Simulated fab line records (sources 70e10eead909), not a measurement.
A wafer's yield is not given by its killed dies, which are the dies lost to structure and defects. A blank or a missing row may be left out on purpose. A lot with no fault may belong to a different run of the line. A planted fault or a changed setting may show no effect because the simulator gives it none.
Which of the tools did it? || flow nand harc || 6 lots (18 wafers sampled), 1 step of a 1302-step route

## WHAT THE GAUGES SHOWED, per wafer
NHARC_A_ONON_D1_INSPECT_32.
{"lot": "L408", "measured": "day 10 02:34", "on": "defect inspect-02", "raw defect count": "110 122 123"}
{"lot": "L411", "measured": "day 11 02:07", "on": "defect inspect-01", "raw defect count": "92 94 50"}
{"lot": "L413", "measured": "day 11 22:53", "on": "defect inspect-01", "raw defect count": "77 80 104"}
{"lot": "L421", "measured": "day 15 09:07", "on": "defect inspect-01", "raw defect count": "43 50 52"}
{"lot": "L424", "measured": "day 16 14:48", "on": "defect inspect-02", "raw defect count": "88 60 89"}
{"lot": "L427", "measured": "day 17 23:53", "on": "defect inspect-02", "raw defect count": "67 61 68"}

## EACH LOT AND THE TOOL THAT RAN IT (in order: tool; ch and the chambers of the sampled wafers; start)
No process step before these readings appears in the record.

## THE ANSWER, worked out from the rows above alone
Rule: the lots themselves supply what counts as usual. The widest of any qualifying gaps counts: lots, ordered by their means at a reading, are off when they make up no more than a third of the lots, leave a main group of 4 or more, and stand apart from it by 3 or more times the standard deviation of that group's means. The tables above print the reading to a certain number of digits; a main group whose means all agree to those digits is not used. A lot without any number at a reading at which 4 lots or more have one is off too. The other lots that the step has rows for count as sound.
Nothing can be told from this: no lot is off at any reading shown.

## WHAT HAD BEEN PUT IN BY THE SIMULATOR
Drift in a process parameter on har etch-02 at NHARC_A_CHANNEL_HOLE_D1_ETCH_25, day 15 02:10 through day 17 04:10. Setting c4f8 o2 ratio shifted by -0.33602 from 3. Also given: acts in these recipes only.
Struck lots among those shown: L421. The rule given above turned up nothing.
